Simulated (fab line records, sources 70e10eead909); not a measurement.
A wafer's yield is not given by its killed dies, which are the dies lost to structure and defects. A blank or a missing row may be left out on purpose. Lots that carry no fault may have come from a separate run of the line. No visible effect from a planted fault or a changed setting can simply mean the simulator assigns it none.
Which tool did it?	flow nand_harc	Sampling: 12 lots, 36 wafers, 5 of 1302 route steps

## WHAT THE GAUGES SHOWED, per wafer
NHARC_END_SORT_01.
lot	measured	on	killed_at_array	killed_at_other	killed_at_periphery	killed_dies	killed_open	killed_short
L684	day 29 12:00	prober-01	38 671 41	0 0 0	4 4 3	42 675 44	2 6 5	0 3 2
L685	day 29 20:11	prober-01	671 61 59	2 0 2	4 5 3	677 66 64	5 3 3	3 1 1

## WHAT TOOL EACH LOT RAN ON (gives the tool, then ch and the chambers of the sampled wafers, and finally the start)
lot	NHARC_A_STAIRCASE_DESCUM_186	NHARC_A_STAIRCASE_ETCH_192	NHARC_A_STAIRCASE_ETCH_194	NHARC_A_STAIRCASE_ETCH_197
L674	rie_diel-06 ch 1,3, day 16 19:23	rie_diel-06 ch 0,2, day 16 20:50 or earlier	rie_diel-06 ch 1,2,3, day 16 20:50 or earlier	rie_diel-08 ch 0,2, day 16 20:50
L675	rie_diel-08 ch 0,2,3, day 16 21:44	rie_diel-08 ch 0,2, day 16 23:02 or earlier	rie_diel-08 ch 2,3, day 16 23:02 or earlier	rie_diel-08 ch 1,2,3, day 16 23:02
L676	rie_diel-08 ch 0,2,3, day 16 23:37	rie_diel-08 ch 0,1,3, day 17 01:19 or earlier	rie_diel-08 ch 0,1, day 17 01:19 or earlier	rie_diel-08 ch 0,2, day 17 01:19
L677	rie_diel-06 ch 0,2,3, day 17 10:56	rie_diel-06 ch 0,2, day 17 12:18 or earlier	rie_diel-06 ch 0,1,3, day 17 12:18 or earlier	rie_diel-06 ch 0,1,2, day 17 12:18
L683	rie_diel-08 ch 0,3, day 20 06:27	rie_diel-08 ch 1,2,3, day 20 07:46 or earlier	rie_diel-08 ch 0,1,3, day 20 07:46 or earlier	rie_diel-10 ch 1,3, day 20 07:46
L684	rie_diel-06 ch 0,1,3, day 20 17:35	rie_diel-06 ch 0,1,3, day 20 19:26 or earlier	rie_diel-06 ch 1,3, day 20 19:26 or earlier	rie_diel-08 ch 1,2,3, day 20 19:26
L685	rie_diel-08 ch 0,2,3, day 20 18:06	rie_diel-08 ch 0,1,3, day 20 20:08 or earlier	rie_diel-08 ch 0,2,3, day 20 20:08 or earlier	rie_diel-08 ch 1,2,3, day 20 20:08
L691	rie_diel-08 ch 0,1,3, day 23 12:04	rie_diel-08 ch 0,1, day 23 13:37 or earlier	rie_diel-08 ch 0,1,3, day 23 13:37 or earlier	rie_diel-10 ch 0,2, day 23 13:37
L693	rie_diel-10 ch 0,1,3, day 23 20:15	rie_diel-10 ch 0,1,2, day 23 21:34 or earlier	rie_diel-10 ch 0,2,3, day 23 21:34 or earlier	rie_diel-10 ch 0,1,2, day 23 21:34
L694	rie_diel-06 ch 0,1, day 24 07:28	rie_diel-06 ch 0,1,2, day 24 08:59 or earlier	rie_diel-06 ch 0,1,2, day 24 08:59 or earlier	rie_diel-06 ch 0,1, day 24 08:59
L695	rie_diel-06 ch 0,1, day 24 19:17	rie_diel-06 ch 0,1,3, day 24 20:39 or earlier	rie_diel-06 ch 1,2, day 24 20:39 or earlier	rie_diel-08 ch 1,2, day 24 20:39
L696	rie_diel-06 ch 1,2,3, day 25 01:23	rie_diel-06 ch 2,3, day 25 02:41 or earlier	rie_diel-06 ch 0,2,3, day 25 02:41 or earlier	rie_diel-10 ch 0,1, day 25 02:41
- NHARC_A_STAIRCASE_DESCUM_186: chemistry O2, time 3 s.
- NHARC_A_STAIRCASE_ETCH_192: etches the open film in C4F8/O2, target depth 100 nm, time 40.5 s.
- NHARC_A_STAIRCASE_ETCH_194: etches the open film in C4F8/O2, target depth 100 nm, time 40.5 s.
- NHARC_A_STAIRCASE_ETCH_197: etches the open film in C4F8/O2, target depth 100 nm, time 40.5 s.

## WHAT THE TOOLS THEMSELVES READ (means of the sampled wafers that have a number; where no wafer has one, the mark that the record gives instead)
NHARC_A_STAIRCASE_DESCUM_186.
lot	tool	drypump_motor_current_A (A)	oes_product_au (a.u.)	rf_vpp_V (V)	showerhead_plenum_p_Torr (Torr)	throttle_valve_pct (%)
L674	rie_diel-06	5.8	0.998	58.7	1.83	11.309
L675	rie_diel-08	5.8	1.015	58.2	1.99	11.322
L676	rie_diel-08	5.8	1.007	57.9	1.99	11.307
L677	rie_diel-06	6.2	1.009	58.2	1.93	11.313
L683	rie_diel-08	5.7	1.001	57.9	2.03	11.311
L684	rie_diel-06	5.9	1.004	56.8	1.84	11.304
L685	rie_diel-08	5.8	1.004	58.1	1.98	11.308
L691	rie_diel-08	5.5	0.994	57.4	1.97	11.304
L693	rie_diel-10	5.4	0.997	57.7	2.00	11.303
L694	rie_diel-06	6.0	1.011	58.1	1.83	11.309
L695	rie_diel-06	5.9	1.007	58.2	1.83	11.311
L696	rie_diel-06	6.0	0.997	57.6	1.90	11.308

NHARC_A_STAIRCASE_ETCH_192.
lot	tool	oes_product_au (a.u.)	rf_fwd_power_W (W)	rf_vpp_V (V)
L674	rie_diel-06	0.949	592.5	897
L675	rie_diel-08	0.968	591.7	900
L676	rie_diel-08	0.941	592.2	901
L677	rie_diel-06	0.953	591.1	902
L683	rie_diel-08	0.933	591.7	898
L684	rie_diel-06	0.945	589.6	891
L685	rie_diel-08	0.917	594.3	900
L691	rie_diel-08	0.950	593.3	899
L693	rie_diel-10	0.948	590.7	904
L694	rie_diel-06	0.950	591.1	895
L695	rie_diel-06	0.952	589.2	891
L696	rie_diel-06	0.937	592.4	899

NHARC_A_STAIRCASE_ETCH_194.
lot	tool	oes_product_au (a.u.)	rf_fwd_power_W (W)	rf_vpp_V (V)
L674	rie_diel-06	0.950	591.3	896
L675	rie_diel-08	0.967	590.6	897
L676	rie_diel-08	0.939	591.8	900
L677	rie_diel-06	0.943	589.9	892
L683	rie_diel-08	0.947	592.2	899
L684	rie_diel-06	0.938	589.3	891
L685	rie_diel-08	0.947	593.4	900
L691	rie_diel-08	0.934	594.3	899
L693	rie_diel-10	0.945	592.2	902
L694	rie_diel-06	0.941	590.1	894
L695	rie_diel-06	0.951	590.4	894
L696	rie_diel-06	0.930	590.3	895

NHARC_A_STAIRCASE_ETCH_197.
lot	tool	oes_product_au (a.u.)	rf_fwd_power_W (W)	rf_vpp_V (V)
L674	rie_diel-08	0.980	591.5	899
L675	rie_diel-08	0.953	593.8	899
L676	rie_diel-08	0.960	592.5	900
L677	rie_diel-06	0.947	588.8	896
L683	rie_diel-10	0.949	593.4	900
L684	rie_diel-08	0.987	593.2	897
L685	rie_diel-08	0.992	592.6	897
L691	rie_diel-10	0.948	594.1	904
L693	rie_diel-10	0.935	591.1	904
L694	rie_diel-06	0.956	591.0	891
L695	rie_diel-08	0.964	591.0	896
L696	rie_diel-10	0.958	589.6	905

## THE ANSWER, worked out from the rows above alone
Rule: what is usual is taken from the lots themselves. Put in order of their means at a reading, lots are off if they are a third of the lots or fewer, leave a main group of 4 or more, and stand apart from it by a gap of 3 or more times the standard deviation of the main group's means; of several such gaps the widest counts. A main group is skipped when, at the precision printed for the reading in the tables above, its means are all equal. A lot without any number at a reading at which 4 lots or more have one is off too. Where the step has rows for the other lots, those lots are counted as sound. First the gauges in route order, then the tools' own readings, where a lot's mean is used as printed above. The first step at which some lot is off is used, and at that step the reading that is off furthest; a lot without a number counts as furthest.
No lot is off at any reading shown: from this, nothing can be told.

## WHAT THE SIMULATOR HAD PUT IN
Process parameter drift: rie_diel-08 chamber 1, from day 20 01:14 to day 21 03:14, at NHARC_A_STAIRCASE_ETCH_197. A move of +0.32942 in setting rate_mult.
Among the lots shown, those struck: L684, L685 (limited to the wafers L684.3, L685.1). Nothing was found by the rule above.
